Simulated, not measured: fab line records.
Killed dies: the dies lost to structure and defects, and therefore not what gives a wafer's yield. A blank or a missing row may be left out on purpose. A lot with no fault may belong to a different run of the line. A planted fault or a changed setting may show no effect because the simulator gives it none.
Comparing a struck lot with a sound one | flow nand harc | 15 steps out of a route of 1302
Sound: the wafers L602.3, L602.4, L602.5. Struck: wafer L609.3 (L609.5, L609.6, from the same lot, were not struck and are left out); the cause is given at the end.
For every step that has rows: the tool of each side, followed by ch and its chambers, followed by its first start. Under that, the readings that differ: sound wafers | struck wafers | difference of the means | sigmas: that difference in standard deviations of wafers without a fault.
alike: a reading whose means differ by less than 2 such deviations, as well as words and numbers matching on both sides. not compared: withheld readings; readings where some wafer has no value; bounds like >300 that might hide an equal value; numbers whose values overlap and for which the record gives no deviation.
Wherever a step has rows on one side only, a row that says differs or no value, or a row with sigmas, the two part there. Non-overlapping numbers with no deviation appear without sigmas and do not part them. A reading missing from all wafers of one side parts the sides only when that side holds two or more wafers.

first, 8 steps without rows for these wafers: NHARC_A_M0_HMDS_02 (time 30 s); NHARC_A_M0_COAT_33 (time 65 s); NHARC_A_M0_COAT_03 (resist thk 90 nm); NHARC_A_M0_SOFTBAKE_04 (time 55 s); NHARC_A_M0_EBR_05; NHARC_A_M0_EXPOSE_06 (exposes mask A M0, target cd 80 nm); NHARC_A_M0_PEB_07 (peb time 65 s); NHARC_A_M0_DEVELOP_08 (develop time 35 s).
NHARC_A_M0_CD_MEAS_09: target cd 80 nm.
  sound on cd sem-02 ch 0, day 25 11:53; struck on cd sem-03 ch 0, day 28 21:51
  alike: cd nm
NHARC_A_M0_OVL_MEAS_10: pitch 160 nm.
  sound on overlay-01, day 25 11:58; struck on overlay-01, day 28 21:56
  alike: overlay x nm, overlay y nm
NHARC_A_M0_INSPECT_11:
  sound on defect inspect-02, day 25 12:01; struck on defect inspect-02, day 28 21:58
  alike: raw defect count
NHARC_A_M0_DESCUM_14: chemistry O2, time 3 s.
  sound on rie diel-03 ch 0,3, day 25 12:04; struck on rie diel-07 ch 3, day 28 22:03
  alike: drypump motor current A, oes product au, rf vpp V, showerhead plenum p Torr, throttle valve pct
  not compared: rf hours counter h
NHARC_A_M0_ETCH_34: etches the open film in N2/H2, target depth 40 nm, overetch 12 nm, time 43.94 s.
  sound on rie diel-03 ch 0,1,2, day 25 12:10; struck on rie diel-07 ch 3, day 28 22:08
  reading               | sound             | struck | difference | sigmas
  oes product au (a.u.) | 0.997 1.004 1.001 | 1.027  | +0.026     | +3
  run length s (s)      | 64.4 65.6 65.7    | 54.7   | -10.5      | -21
  alike: drypump motor current A, rf vpp V, showerhead plenum p Torr, throttle valve pct
  not compared: rf hours counter h
NHARC_A_M0_ETCH_15: etches the open film in C4F8/Ar, target depth 150 nm, overetch 15 nm, time 82.5 s.
  sound on rie diel-03 ch 0,2,3; struck on rie diel-07 ch 2
  reading               | sound             | struck | difference | sigmas
  oes product au (a.u.) | 0.922 0.937 0.918 | 0.975  | +0.049     | +2
  alike: rf vpp V, run length s
  not compared: rf hours counter h
NHARC_END_SORT_01:
  the record has rows for the sound wafers here (prober-01 ch 0, day 27 09:55) and none for the struck ones

== WHERE THEY PART ==
Last at NHARC_END_SORT_01 as far as this record goes, first at NHARC_A_M0_ETCH_34.

WHY: what the simulator had put in
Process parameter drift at NHARC_A_M0_ETCH_34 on rie diel-07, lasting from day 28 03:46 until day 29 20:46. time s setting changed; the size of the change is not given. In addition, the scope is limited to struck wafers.
